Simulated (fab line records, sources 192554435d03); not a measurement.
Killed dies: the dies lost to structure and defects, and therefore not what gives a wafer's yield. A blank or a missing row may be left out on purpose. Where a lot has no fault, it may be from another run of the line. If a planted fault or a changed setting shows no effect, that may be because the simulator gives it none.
Matching of chambers | flow n5Finfet | N5_FIN_SAQP_FIN_ETCH_36 on rieSi-01: 4 sister chambers
The step etches the open film in HBr/Cl2/O2, target depth 120 nm, time 50.4 s. 4 wafers are shown with their chamber, then 7 later ones without.

== WAFERS PAIRED WITH THEIR CHAMBERS ==
wafer  | chamber | throttleValvePct (%)
L091.2 | 2       | 35.8
L091.4 | 1       | 36.2
L092.3 | 3       | 35.5
L092.4 | 0       | 36.1

== WAFERS WHOSE CHAMBER IS MISSING ==
wafer  | throttleValvePct (%)
L092.5 | 35.6
L093.1 | 36.1
L093.2 | 36.2
L093.6 | 35.8
L095.2 | 36.1
L095.3 | 35.8
L095.6 | 36.2

== THE CHAMBER EACH PASSED THROUGH ==
wafer  | from the rows above | in truth
L092.5 | 3                   | 3
L093.1 | 0                   | 0
L093.2 | 1                   | 1
L093.6 | 2                   | 2
L095.2 | 0                   | 0
L095.3 | 2                   | 2
L095.6 | 1                   | 1
Correct placement for 7 of the 7. Number that these rows cannot place: 0. Placed wrongly: 0.
How it was worked out, from the rows above alone: a wafer's distance from a chamber is the root of the sum, over the readings, of the square of ((its reading less the chamber's mean) divided by the reading's scatter). The wafer belongs to the nearest chamber; if the next one is less than 2 further off, it can't be placed. For every chamber, the mean is computed from those of its wafers that are shown. The scatter: root of mean squared gap, hidden wafer to nearest shown wafer, with one shown wafer a chamber.
